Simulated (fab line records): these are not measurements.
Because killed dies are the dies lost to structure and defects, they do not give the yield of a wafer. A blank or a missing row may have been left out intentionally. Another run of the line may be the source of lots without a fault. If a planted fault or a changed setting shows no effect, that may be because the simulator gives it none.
A struck lot beside a sound one / flow nand-harc / 13 steps out of a route of 1159
Sound: the wafers L321.1, L321.2, L321.3. Struck: wafers L335.1, L335.4, L335.5. The cause comes at the end.
At each step with rows: each side's tool, then ch and its chambers, then its first start. Under that, the readings that differ: sound wafers / struck wafers / difference of the means / sigmas: that difference in standard deviations of wafers without a fault.
alike: readings whose means differ by less than 2 such deviations, and words and numbers that are the same on both sides. not compared: withheld readings, readings that some wafer has no value for, bounds like >300 that may hide the same value, and numbers for which the record gives no deviation and whose values overlap.
Wherever a step has rows on one side only, a row that says differs or no value, or a row with sigmas, the two part there. Numbers that don't overlap but have no deviation are shown without sigmas and don't part them. A reading that every wafer of one side lacks parts them only if that side has two wafers or more.

NHARC_A_SOURCE_PLATE_THK_MEAS_09: measures by ellipsometry.
  sound on film-metro-01 at day 8 07:26; struck on film-metro-02 at day 12 00:46
  alike: thk-nm
then, 3 steps without rows for these wafers: NHARC_A_SOURCE_PLATE_PVD_04 (deposits WSi2, target thk 50 nm); NHARC_A_SOURCE_PLATE_CVD_03 (deposits poly-Si, target thk 200 nm, time 4000 s); NHARC_A_SOURCE_PLATE_ANNEAL_05 (time 1800 s).
NHARC_A_SOURCE_PLATE_THK_MEAS_06: measures by ellipsometry.
  sound on film-metro-01 at day 8 21:19; struck on film-metro-01 at day 12 13:34
  alike: thk-nm
NHARC_A_SOURCE_PLATE_INSPECT_08:
  sound on defect-inspect-02 at day 8 21:23; struck on defect-inspect-01 at day 12 13:38
  alike: raw-defect-count
then, 1 step without rows for these wafers: NHARC_A_ONON_D1_DEP_00 (target thk 1000 nm).
NHARC_A_ONON_D1_THK_MEAS_02: measures by ellipsometry.
  sound on film-metro-01 at day 8 22:07; struck on film-metro-02 at day 12 14:13
  alike: thk-nm
then, 1 step without rows for these wafers: NHARC_A_ONON_D1_DEP_03 (target thk 1000 nm).
NHARC_A_ONON_D1_THK_MEAS_05: measures by ellipsometry.
  sound on film-metro-01 at day 8 22:41; struck on film-metro-01 at day 12 14:47
reading=thk-nm (nm); sound=983 983 983; struck=1002 1003 1002; difference=+19; sigmas=+3
NHARC_A_ONON_D1_DEP_06: target thk 1000 nm.
  sound on pecvd-onon-03 ch 0, day 8 22:44; struck on pecvd-onon-03 ch 0, day 12 14:50
NHARC_A_ONON_D1_THK_MEAS_08: measures by ellipsometry.
  sound on film-metro-01 at day 8 23:14; struck on film-metro-01 at day 12 15:31
reading=thk-nm (nm); sound=998 995 996; struck=620 619 619; difference=-377; sigmas=-40
  not compared: hold
-- break in the record here, with 13 days between the starts of the struck wafers on either side (left off in module A_ONON_D1, picked up again in module END, where the first step shown is number 1159 on the route) --
NHARC_END_SORT_01:
  only the struck wafers appear in the record here, on prober-01 ch 0 at day 25 17:36; the sound ones have no rows

WHERE THEY PART
Last at NHARC_END_SORT_01 as far as this record goes, first at NHARC_A_ONON_D1_THK_MEAS_05.

WHY: what the simulator had put in
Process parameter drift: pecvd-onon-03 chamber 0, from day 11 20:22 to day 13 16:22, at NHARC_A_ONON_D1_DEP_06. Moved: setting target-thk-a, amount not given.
